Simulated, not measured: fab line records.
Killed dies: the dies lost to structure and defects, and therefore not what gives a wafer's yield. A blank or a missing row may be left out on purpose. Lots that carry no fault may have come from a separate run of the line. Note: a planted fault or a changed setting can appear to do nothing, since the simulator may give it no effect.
fab line records	flow nandHarc
[record] lots = 24	wafers = 72	lastDay = 25
route steps=1159 shown A_CONTACT@864
lots that met no fault: from a run of the same line without faults
startH: hours from the record's first day to the start of the lot's first wafer shown	waitH: time in hours since the lot's previous step	" unchanged from the row above	L1.1+2: several wafers, shown together as one row	- no value, or no start given	* or withheld: withheld	< > ~ a bound
route shown NAME@n: NAME is a module with steps in the file, n the number in the route of the first one	usual: the fault-free wafers' mean and standard deviation	same: alike in all rows	chamber/n: place in a boat	sites: the reading at each site	_std_site: standard deviation of those values	_edge_site: outer sites' mean less inner sites'	radiusMm: how far each site lies from the wafer's centre	mask NAME#n: copy n	behind: the last tool/chamber to shape the wafer	hold: why the lot went on hold/how many hours it stayed there/how the hold came to an end	device: the transistor (n, p or np) that didn't switch	end of line: the route-end tests of the same wafers	for a step that has no rows: nothing shown but its recipe	killed: dies that structure and defects cost at the first sort, which is not the same as the wafer's yield	map: the dies of a wafer, with x for killed, . for not killed, _ for no die there
set.NAME: the setting the step ran with; set.NAME@STEP: the setting that earlier step ran with	model.NAME: the simulator's own value behind a step, which no gauge read
one table for each step of the route and one row for each wafer, over a sample of lots
services: from which hour (startH, from the record's first day; less than 0 if before it) a tool's chamber was out of use, for how many hours, and why
[[steps]]
[step NHARC_A_CONTACT_ETCH_113]
[recipe] sourceW = withheld	pressureMtorr = 20	biasV = 3000	timeS = 94	targetDepthA = 9220	arFlowSccm = withheld	c4f8FlowSccm = withheld	o2FlowSccm = withheld	chemistry = C4F8/O2/Ar
lot.wafer	tool	chamber	startH	waitH	rfHoursCounterH
L075.2	harCapEtch-03	0	366.44	0.1	78
L075.4	"	1	"	"	-
L075.5	"	0	"	"	-
L074.2	harCapEtch-01	1	372.66	0.1	56
L074.4	"	1	"	"	-
L074.5	"	1	"	"	-
L077.1	harCapEtch-01	0	383.06	0.1	58
L077.4	"	1	"	"	-
L077.6	"	1	"	"	-
L076.2	harCapEtch-03	1	384.96	0.1	83
L076.1	"	0	"	"	83
L076.5	"	0	"	"	-
L078.1	harCapEtch-03	1	392.29	0.1	84
L078.3	"	0	"	"	-
L078.5	"	1	"	"	-
L080.4	harCapEtch-02	0	398.30	0.1	-
L080.3	"	1	"	"	-
L080.5	"	1	"	"	-
L079.4	harCapEtch-03	1	398.60	0.1	-
L079.6	"	0	"	"	-
L079.5	"	1	"	"	-
L083.2	harCapEtch-03	0	409.41	0.1	88
L083.1	"	1	"	"	88
L083.3	"	1	"	"	-
L082.2	harCapEtch-03	1	415.90	0.1	89
L082.3	"	1	"	"	-
L082.5	"	0	"	"	-
L081.2	harCapEtch-03	1	424.12	0.1	90
L081.3	"	0	"	"	-
L081.5	"	1	"	"	-
L085.2	harCapEtch-01	1	426.12	0.1	65
L085.1	"	0	"	"	65
L085.6	"	1	"	"	-
L084.2	harCapEtch-03	1	428.59	0.1	92
L084.1	"	0	"	"	92
L084.3	"	0	"	"	-
L088.2	harCapEtch-03	1	439.90	0.1	94
L088.1	"	0	"	"	94
L088.4	"	0	"	"	-
L087.3	harCapEtch-01	1	440.04	0.1	-
L087.4	"	0	"	"	-
L087.5	"	1	"	"	-
L086.1	harCapEtch-02	0	449.83	0.1	26
L086.3	"	0	"	"	-
L086.6	"	1	"	"	-
L090.2	harCapEtch-03	0	450.56	0.1	97
L090.4	"	1	"	"	-
L090.3	"	0	"	"	-
L089.2	harCapEtch-01	0	459.67	0.1	71
L089.1	"	1	"	"	71
L089.5	"	1	"	"	-
L091.1	harCapEtch-02	1	472.24	0.1	29
L091.2	"	0	"	"	29
L091.6	"	0	"	"	-
L092.1	harCapEtch-03	1	476.22	0.1	101
L092.3	"	1	"	"	-
L092.5	"	1	"	"	-
L093.3	harCapEtch-02	1	478.19	0.1	-
L093.5	"	1	"	"	-
L093.6	"	0	"	"	-
L094.2	harCapEtch-01	1	500.99	0.1	77
L094.4	"	1	"	"	-
L094.3	"	0	"	"	-
L096.1	harCapEtch-03	0	501.98	0.1	104
L096.4	"	1	"	"	-
L096.3	"	0	"	"	-
L095.2	harCapEtch-02	0	505.42	0.1	34
L095.4	"	0	"	"	-
L095.5	"	1	"	"	-
L097.4	harCapEtch-01	1	515.94	0.1	-
L097.3	"	0	"	"	-
L097.6	"	0	"	"	-
[step NHARC_A_CONTACT_ETCH_114]
[recipe] sourceW = withheld	pressureMtorr = 20	biasV = 3000	timeS = 94	targetDepthA = 9220	arFlowSccm = withheld	c4f8FlowSccm = withheld	o2FlowSccm = withheld	chemistry = C4F8/O2/Ar
lot.wafer	tool	chamber	startH	waitH	rfHoursCounterH
L075.2	harCapEtch-03	0	366.53	0.1	78
L075.4	"	1	"	"	-
L075.5	"	0	"	"	-
L074.2	harCapEtch-01	1	372.78	0.1	56
L074.4	"	1	"	"	-
L074.5	"	1	"	"	-
L077.1	harCapEtch-01	0	383.15	0.1	58
L077.4	"	1	"	"	-
L077.6	"	1	"	"	-
L076.2	harCapEtch-03	1	385.05	0.1	83
L076.1	"	0	"	"	83
L076.5	"	0	"	"	-
L078.1	harCapEtch-03	1	392.41	0.1	84
L078.3	"	0	"	"	-
L078.5	"	1	"	"	-
L080.4	harCapEtch-02	0	398.39	0.1	-
L080.3	"	1	"	"	-
L080.5	"	1	"	"	-
L079.4	harCapEtch-03	1	398.72	0.1	-
L079.6	"	0	"	"	-
L079.5	"	1	"	"	-
L083.2	harCapEtch-03	0	409.50	0.1	88
L083.1	"	1	"	"	88
L083.3	"	1	"	"	-
L082.2	harCapEtch-03	1	415.99	0.1	89
L082.3	"	1	"	"	-
L082.5	"	0	"	"	-
L081.2	harCapEtch-03	1	424.21	0.1	90
L081.3	"	0	"	"	-
L081.5	"	1	"	"	-
L085.2	harCapEtch-01	1	426.21	0.1	65
L085.1	"	0	"	"	65
L085.6	"	1	"	"	-
L084.2	harCapEtch-03	1	428.68	0.1	92
L084.1	"	0	"	"	92
L084.3	"	0	"	"	-
L088.2	harCapEtch-03	1	439.99	0.1	94
L088.1	"	0	"	"	94
L088.4	"	0	"	"	-
L087.3	harCapEtch-01	1	440.16	0.1	-
L087.4	"	0	"	"	-
L087.5	"	1	"	"	-
L086.1	harCapEtch-02	0	449.95	0.1	26
L086.3	"	0	"	"	-
L086.6	"	1	"	"	-
L090.2	harCapEtch-03	0	450.65	0.1	97
L090.4	"	1	"	"	-
L090.3	"	0	"	"	-
L089.2	harCapEtch-01	0	459.76	0.1	72
L089.1	"	1	"	"	72
L089.5	"	1	"	"	-
L091.1	harCapEtch-02	1	472.33	0.1	29
L091.2	"	0	"	"	29
L091.6	"	0	"	"	-
L092.1	harCapEtch-03	1	476.31	0.1	101
L092.3	"	1	"	"	-
L092.5	"	1	"	"	-
L093.3	harCapEtch-02	1	478.28	0.1	-
L093.5	"	1	"	"	-
L093.6	"	0	"	"	-
L094.2	harCapEtch-01	1	501.08	0.1	77
L094.4	"	1	"	"	-
L094.3	"	0	"	"	-
L096.1	harCapEtch-03	0	502.07	0.1	104
L096.4	"	1	"	"	-
L096.3	"	0	"	"	-
L095.2	harCapEtch-02	0	505.51	0.1	34
L095.4	"	0	"	"	-
L095.5	"	1	"	"	-
L097.4	harCapEtch-01	1	516.03	0.1	-
L097.3	"	0	"	"	-
L097.6	"	0	"	"	-
[step NHARC_A_CONTACT_ETCH_127]
[recipe] sourceW = withheld	pressureMtorr = 20	biasV = 1200	timeS = 155	targetDepthA = 9560	arFlowSccm = withheld	c4f8FlowSccm = withheld	o2FlowSccm = withheld	chemistry = C4F8/O2/Ar
lot.wafer	tool	chamber	startH	waitH	rfHoursCounterH
L075.2	harCapEtch-02	1	374.88	0.1	11
L075.4	"	0	"	"	-
L075.5	"	0	"	"	-
L074.2	harCapEtch-02	0	380.13	0.1	13
L074.4	"	0	"	"	-
L074.5	"	1	"	"	-
L077.1	harCapEtch-01	1	390.15	0.1	59
L077.4	"	0	"	"	-
L077.6	"	0	"	"	-
L076.2	harCapEtch-02	0	392.39	0.1	16
L076.1	"	1	"	"	16
L076.5	"	0	"	"	-
L078.1	harCapEtch-02	1	400.82	0.1	18
L078.3	"	0	"	"	-
L078.5	"	0	"	"	-
L080.3	harCapEtch-03	0	406.41	0.1	-
L080.4	"	1	"	"	-
L080.5	"	1	"	"	-
L079.4	harCapEtch-01	0	406.57	0.1	-
L079.5	"	1	"	"	-
L079.6	"	0	"	"	-
L083.2	harCapEtch-01	0	419.71	0.2	64
L083.1	"	1	"	"	64
L083.3	"	1	"	"	-
L082.2	harCapEtch-02	1	423.99	0.1	21
L082.3	"	0	"	"	-
L082.5	"	1	"	"	-
L081.2	harCapEtch-02	0	432.92	0.1	23
L081.3	"	0	"	"	-
L081.5	"	1	"	"	-
L085.1	harCapEtch-03	1	434.61	0.1	93
L085.2	"	0	"	"	93
L085.6	"	1	"	"	-
L084.1	harCapEtch-01	0	436.35	0.1	67
L084.2	"	1	"	"	67
L084.3	"	0	"	"	-
L088.1	harCapEtch-03	1	447.50	0.1	96
L088.2	"	0	"	"	96
L088.4	"	0	"	"	-
L087.3	harCapEtch-01	1	449.80	0.2	-
L087.4	"	0	"	"	-
L087.5	"	1	"	"	-
L090.2	harCapEtch-02	0	458.40	0.1	28
L090.3	"	1	"	"	-
L090.4	"	0	"	"	-
L086.1	harCapEtch-03	1	462.09	0.1	99
L086.3	"	0	"	"	-
L086.6	"	1	"	"	-
L089.2	harCapEtch-01	1	467.34	0.1	73
L089.1	"	0	"	"	73
L089.5	"	0	"	"	-
L091.2	harCapEtch-01	0	479.33	0.1	75
L091.1	"	1	"	"	75
L091.6	"	0	"	"	-
L092.1	harCapEtch-03	1	483.69	0.1	102
L092.3	"	1	"	"	-
L092.5	"	0	"	"	-
L093.3	harCapEtch-02	1	485.38	0.2	-
L093.5	"	0	"	"	-
L093.6	"	1	"	"	-
L094.2	harCapEtch-01	0	509.26	0.1	78
L094.3	"	1	"	"	-
L094.4	"	0	"	"	-
L096.1	harCapEtch-03	0	509.53	0.1	105
L096.3	"	0	"	"	-
L096.4	"	1	"	"	-
L095.2	harCapEtch-02	1	512.67	0.1	35
L095.4	"	0	"	"	-
L095.5	"	1	"	"	-
L097.3	harCapEtch-02	0	523.53	0.1	-
L097.4	"	1	"	"	-
L097.6	"	0	"	"	-
[step NHARC_A_CONTACT_ETCH_133]
[recipe] sourceW = withheld	pressureMtorr = 20	biasV = 400	timeS = 195	targetDepthA = 8400	arFlowSccm = withheld	c4f8FlowSccm = 11.5	o2FlowSccm = 7.2	chemistry = C4F8/O2/Ar
lot.wafer	tool	chamber	startH	waitH	rfHoursCounterH
L075.2	harCapEtch-02	1	375.75	0.1	12
L075.4	"	0	"	"	-
L075.5	"	0	"	"	-
L074.2	harCapEtch-02	0	381.00	0.1	14
L074.4	"	0	"	"	-
L074.5	"	1	"	"	-
L077.1	harCapEtch-01	1	391.02	0.1	60
L077.4	"	0	"	"	-
L077.6	"	0	"	"	-
L076.2	harCapEtch-02	0	393.24	0.1	16
L076.1	"	1	"	"	16
L076.5	"	0	"	"	-
L078.1	harCapEtch-02	1	401.67	0.1	19
L078.3	"	0	"	"	-
L078.5	"	0	"	"	-
L080.3	harCapEtch-03	0	407.31	0.2	-
L080.4	"	1	"	"	-
L080.5	"	1	"	"	-
L079.4	harCapEtch-01	0	407.49	0.2	-
L079.5	"	1	"	"	-
L079.6	"	0	"	"	-
L083.2	harCapEtch-01	0	420.85	0.2	65
L083.1	"	1	"	"	65
L083.3	"	1	"	"	-
L082.2	harCapEtch-02	1	424.84	0.1	22
L082.3	"	0	"	"	-
L082.5	"	1	"	"	-
L081.2	harCapEtch-02	0	433.79	0.1	24
L081.3	"	0	"	"	-
L081.5	"	1	"	"	-
L085.1	harCapEtch-03	1	435.46	0.1	94
L085.2	"	0	"	"	94
L085.6	"	1	"	"	-
L084.1	harCapEtch-01	0	437.20	0.1	68
L084.2	"	1	"	"	68
L084.3	"	0	"	"	-
L088.1	harCapEtch-03	1	448.35	0.1	96
L088.2	"	0	"	"	96
L088.4	"	0	"	"	-
L087.3	harCapEtch-01	1	450.73	0.2	-
L087.4	"	0	"	"	-
L087.5	"	1	"	"	-
L090.2	harCapEtch-02	0	459.28	0.1	28
L090.3	"	1	"	"	-
L090.4	"	0	"	"	-
L086.1	harCapEtch-03	1	462.95	0.1	100
L086.3	"	0	"	"	-
L086.6	"	1	"	"	-
L089.2	harCapEtch-01	1	468.19	0.1	74
L089.1	"	0	"	"	74
L089.5	"	0	"	"	-
L091.2	harCapEtch-01	0	480.18	0.1	76
L091.1	"	1	"	"	76
L091.6	"	0	"	"	-
L092.1	harCapEtch-03	1	484.57	0.1	103
L092.3	"	1	"	"	-
L092.5	"	0	"	"	-
L093.3	harCapEtch-02	1	486.60	0.2	-
L093.5	"	0	"	"	-
L093.6	"	1	"	"	-
L094.2	harCapEtch-01	0	510.14	0.1	79
L094.3	"	1	"	"	-
L094.4	"	0	"	"	-
L096.1	harCapEtch-03	0	510.38	0.1	106
L096.3	"	0	"	"	-
L096.4	"	1	"	"	-
L095.2	harCapEtch-02	1	513.54	0.1	36
L095.4	"	0	"	"	-
L095.5	"	1	"	"	-
L097.3	harCapEtch-02	0	524.42	0.2	-
L097.4	"	1	"	"	-
L097.6	"	0	"	"	-
[step NHARC_A_CONTACT_ETCH_91]
[recipe] targetDepthA = 400	overEtchFrac = 0.5	timeS = 85.7	ionEnergyEv = 120	ch3fFlowSccm = 50	o2FlowSccm = 30	arFlowSccm = 200	rfW = 500	biasW = 100	chemistry = CH3F/O2
[usual] drypumpMotorCurrentA = 5.7/0.33	oesProductAu = 0.94/0.033	rfVppV = 244.4/1.7	showerheadPlenumPTorr = 2.45/0.1	throttleValvePct = 20.663/0.0086
lot.wafer	tool	chamber	startH	waitH	drypumpMotorCurrentA	oesProductAu	rfHoursCounterH	rfVppV	showerheadPlenumPTorr	throttleValvePct
L075.2	rieDiel-12	2	376.28	0.5	5.7	0.94	31	242.8	2.39	20.662
L075.4	"	0	"	"	5.4	0.92	32	245.1	2.53	20.678
L075.5	"	1	"	"	5.5	0.90	-	243.5	2.34	20.664
L074.2	rieDiel-10	3	381.54	0.5	6.0	1.02	3	244.9	2.51	20.669
L074.4	"	0	"	"	6.3	0.99	8	246.4	2.59	20.673
L074.5	"	3	"	"	6.0	1.02	-	244.7	2.51	20.660
L077.1	rieDiel-12	2	391.71	0.6	5.7	0.94	1	244.7	2.39	20.651
L077.4	"	3	"	"	6.0	0.91	1	246.3	2.50	20.677
L077.6	"	2	"	"	5.8	0.94	-	243.8	2.39	20.645
L076.1	rieDiel-12	1	393.81	0.5	5.5	0.92	1	241.9	2.33	20.663
L076.2	"	2	"	"	5.7	0.93	1	244.5	2.39	20.673
L076.5	"	2	"	"	5.7	0.94	-	243.2	2.39	20.675
L078.1	rieDiel-12	2	402.25	0.5	5.7	1.01	3	243.1	2.39	20.674
L078.3	"	0	"	"	5.3	1.00	3	244.5	2.53	20.654
L078.5	"	2	"	"	5.8	1.02	-	242.5	2.39	20.665
L080.4	rieDiel-10	0	407.80	0.4	6.3	1.00	19	246.5	2.58	20.672
L080.3	"	2	"	"	5.6	1.00	18	241.4	2.37	20.648
L080.5	"	0	"	"	6.3	1.00	-	246.0	2.58	20.658
L079.4	rieDiel-10	3	407.93	0.4	6.0	0.95	14	243.9	2.51	20.664
L079.6	"	2	"	"	5.6	0.93	-	242.8	2.37	20.659
L079.5	"	3	"	"	6.0	0.95	-	247.0	2.51	20.671
L083.2	rieDiel-12	0	421.50	0.6	5.3	0.93	7	245.3	2.53	20.676
L083.3	"	2	"	"	5.7	0.94	6	244.7	2.39	20.661
L083.1	"	3	"	"	6.0	0.92	6	245.8	2.50	20.650
L082.2	rieDiel-10	0	425.55	0.7	6.3	0.93	26	245.4	2.58	20.661
L082.3	"	2	"	"	5.6	0.94	24	243.1	2.36	20.666
L082.5	"	1	"	"	6.3	0.92	-	247.5	2.65	20.642
L081.2	rieDiel-12	3	434.31	0.5	6.0	0.90	9	246.7	2.50	20.657
L081.3	"	1	"	"	5.5	0.91	8	244.1	2.33	20.658
L081.5	"	3	"	"	6.0	0.91	-	244.6	2.50	20.651
L085.2	rieDiel-12	1	436.04	0.5	5.5	0.91	8	242.1	2.33	20.672
L085.1	"	3	"	"	6.0	0.90	9	245.8	2.50	20.664
L085.6	"	0	"	"	5.3	0.93	-	245.2	2.53	20.668
L084.3	rieDiel-12	2	437.76	0.4	5.7	0.94	8	244.9	2.39	20.651
L084.2	"	3	"	"	6.0	0.90	9	246.7	2.50	20.652
L084.1	"	0	"	"	5.3	0.93	9	245.7	2.53	20.664
L088.4	rieDiel-12	0	448.92	0.4	5.3	0.93	12	244.7	2.53	20.669
L088.1	"	1	"	"	5.5	0.90	11	242.7	2.33	20.673
L088.2	"	3	"	"	6.0	0.90	11	244.2	2.50	20.676
L087.3	rieDiel-12	3	451.20	0.4	6.0	0.91	11	245.0	2.50	20.648
L087.4	"	2	"	"	5.7	0.93	10	244.5	2.39	20.661
L087.5	"	0	"	"	5.3	0.92	-	246.2	2.53	20.663
L090.4	rieDiel-12	1	459.82	0.4	5.5	0.93	13	240.8	2.33	20.664
L090.3	"	2	"	"	5.7	0.95	12	243.8	2.39	20.656
L090.2	"	3	"	"	6.0	0.91	14	245.7	2.50	20.657
L086.3	rieDiel-12	1	463.54	0.4	5.5	0.91	13	242.4	2.33	20.666
L086.1	"	2	"	"	5.7	0.93	13	242.9	2.39	20.665
L086.6	"	0	"	"	5.3	0.93	-	245.2	2.53	20.672
L089.2	rieDiel-12	2	468.76	0.5	5.7	0.92	14	242.1	2.39	20.660
L089.1	"	1	"	"	5.5	0.92	14	242.6	2.33	20.657
L089.5	"	3	"	"	6.0	0.90	-	247.2	2.50	20.663
L091.1	rieDiel-13	0	480.76	0.5	5.2	1.00	7	245.2	2.63	20.663
L091.2	"	1	"	"	5.6	1.00	7	242.9	2.36	20.651
L091.6	"	3	"	"	5.0	1.01	-	242.3	2.29	20.667
L092.3	rieDiel-12	3	485.10	0.4	6.0	0.90	18	245.1	2.50	20.678
L092.1	"	0	"	"	5.3	0.92	19	245.9	2.53	20.660
L092.5	"	2	"	"	5.7	0.93	-	244.6	2.38	20.670
L093.3	rieDiel-12	3	487.11	0.4	6.0	0.90	18	245.1	2.50	20.681
L093.6	"	1	"	"	5.5	0.91	-	241.5	2.33	20.657
L093.5	"	2	"	"	5.7	0.93	-	242.7	2.38	20.662
L094.4	rieDiel-13	2	510.66	0.4	5.4	0.93	17	244.3	2.54	20.672
L094.2	"	0	"	"	5.2	0.93	17	247.1	2.63	20.662
L094.3	"	1	"	"	5.6	0.93	15	243.8	2.36	20.666
L096.1	rieDiel-12	1	510.96	0.5	5.5	0.91	22	242.5	2.33	20.660
L096.3	"	2	"	"	5.7	0.94	22	242.9	2.38	20.660
L096.4	"	3	"	"	6.0	0.91	22	244.6	2.50	20.664
L095.4	rieDiel-13	1	514.07	0.4	5.6	0.93	16	244.2	2.36	20.661
L095.2	"	3	"	"	4.9	0.93	18	241.1	2.29	20.661
L095.5	"	2	"	"	5.4	0.92	-	246.0	2.54	20.658
L097.4	rieDiel-10	2	524.90	0.4	5.5	0.93	65	242.9	2.35	20.663
L097.3	"	3	"	"	6.0	0.94	58	243.2	2.49	20.663
L097.6	"	3	"	"	6.0	0.94	-	245.1	2.49	20.660
[step NHARC_A_CONTACT_DEP_85]
[recipe] targetThkA = 500	targetThkNm = 50	tempC = 400	pressureTorr = 3.5	flowSccm = 200	rfW = 350	material = SiON
[usual] heaterPowerW = 807/120
lot.wafer	tool	chamber	startH	waitH	heaterPowerW	sinceWetCleanH
L075.2	pecvd-02	2	378.82	0.9	767	32
L075.5	"	1	"	"	798	-
L075.4	"	2	"	"	766	-
L074.2	pecvd-01	1	384.74	1.0	718	134
L074.4	"	2	"	"	706	-
L074.5	"	0	"	"	914	-
L077.1	pecvd-02	0	395.70	1.1	919	49
L077.6	"	0	"	"	932	-
L077.4	"	1	"	"	883	-
L076.1	pecvd-01	1	397.60	1.1	702	147
L076.2	"	2	"	"	760	147
L076.5	"	2	"	"	774	-
L078.1	pecvd-02	0	404.80	1.1	971	58
L078.3	"	1	"	"	845	58
L078.5	"	0	"	"	975	-
L080.3	pecvd-04	2	410.38	0.7	630	21
L080.4	"	0	"	"	664	-
L080.5	"	1	"	"	966	-
L079.5	pecvd-02	2	411.43	0.3	719	-
L079.4	"	0	"	"	942	-
L079.6	"	1	"	"	800	-
L083.3	pecvd-04	0	424.40	0.7	831	35
L083.2	"	1	"	"	921	35
L083.1	"	2	"	"	618	35
L082.3	pecvd-04	2	429.61	0.6	721	41
L082.2	"	1	"	"	890	41
L082.5	"	0	"	"	715	-
L081.3	pecvd-01	1	436.96	0.7	605	6
L081.2	"	2	"	"	755	6
L081.5	"	2	"	"	760	-
L085.1	pecvd-02	0	438.47	1.1	984	91
L085.2	"	1	"	"	829	91
L085.6	"	2	"	"	775	-
L084.1	pecvd-01	1	440.58	1.1	580	9
L084.3	"	2	"	"	659	9
L084.2	"	0	"	"	961	9
L088.1	pecvd-02	0	451.36	1.1	918	104
L088.2	"	1	"	"	856	104
L088.4	"	2	"	"	748	-
L087.4	pecvd-01	1	454.96	0.5	667	-
L087.3	"	0	"	"	1037	-
L087.5	"	1	"	"	692	-
L090.2	pecvd-01	1	463.02	0.9	689	32
L090.3	"	0	"	"	872	-
L090.4	"	1	"	"	670	-
L086.3	pecvd-04	0	465.98	0.7	692	77
L086.1	"	1	"	"	843	77
L086.6	"	1	"	"	873	-
L089.1	pecvd-04	1	471.25	1.1	842	82
L089.2	"	0	"	"	827	82
L089.5	"	0	"	"	801	-
L091.1	pecvd-01	0	487.47	1.2	988	56
L091.2	"	1	"	"	658	56
L091.6	"	1	"	"	649	-
L092.3	pecvd-04	2	489.77	0.6	724	101
L092.1	"	0	"	"	796	101
L092.5	"	0	"	"	799	-
L093.3	pecvd-02	2	491.19	0.7	764	144
L093.6	"	2	"	"	780	-
L093.5	"	1	"	"	831	-
L096.1	pecvd-01	0	514.56	1.1	1033	83
L096.3	"	2	"	"	743	83
L096.4	"	2	"	"	732	-
L094.2	pecvd-04	0	515.85	0.9	794	127
L094.3	"	1	"	"	949	127
L094.4	"	0	"	"	807	-
L095.2	pecvd-04	0	517.06	0.9	806	128
L095.4	"	0	"	"	791	-
L095.5	"	1	"	"	956	-
L097.3	pecvd-01	2	527.35	0.7	761	96
L097.6	"	1	"	"	600	-
L097.4	"	0	"	"	874	-
[[services]]
tool	chamber	startH	hours	kind
rieDiel-10	2	344.04	9.2	repair
rieDiel-10	-	353.50	9.0	pm
rieDiel-12	0	358.66	-	clean
rieDiel-12	1	358.66	-	clean
rieDiel-12	2	358.66	-	clean
rieDiel-12	3	358.66	-	clean
rieDiel-10	3	373.61	6.9	repair
pecvd-04	-	376.00	13.0	pm
rieDiel-12	-	379.40	9.0	pm
rieDiel-12	0	379.40	9.0	ventCycle
rieDiel-13	2	413.52	13.1	repair
pecvd-01	-	418.31	13.0	pm
rieDiel-13	3	421.53	9.9	repair
pecvd-01	2	448.75	27.5	repair
rieDiel-13	-	453.15	9.0	pm
pecvd-01	-	465.07	0.5	repair
pecvd-01	1	472.46	1.8	repair
rieDiel-10	-	483.08	4.7	repair
pecvd-02	-	485.88	0.7	repair
rieDiel-13	2	494.71	3.3	repair
rieDiel-13	1	499.40	5.5	repair
rieDiel-12	2	512.50	2.9	repair
pecvd-02	-	515.19	13.0	pm
rieDiel-13	-	519.22	0.5	repair
[[key]]
fault none
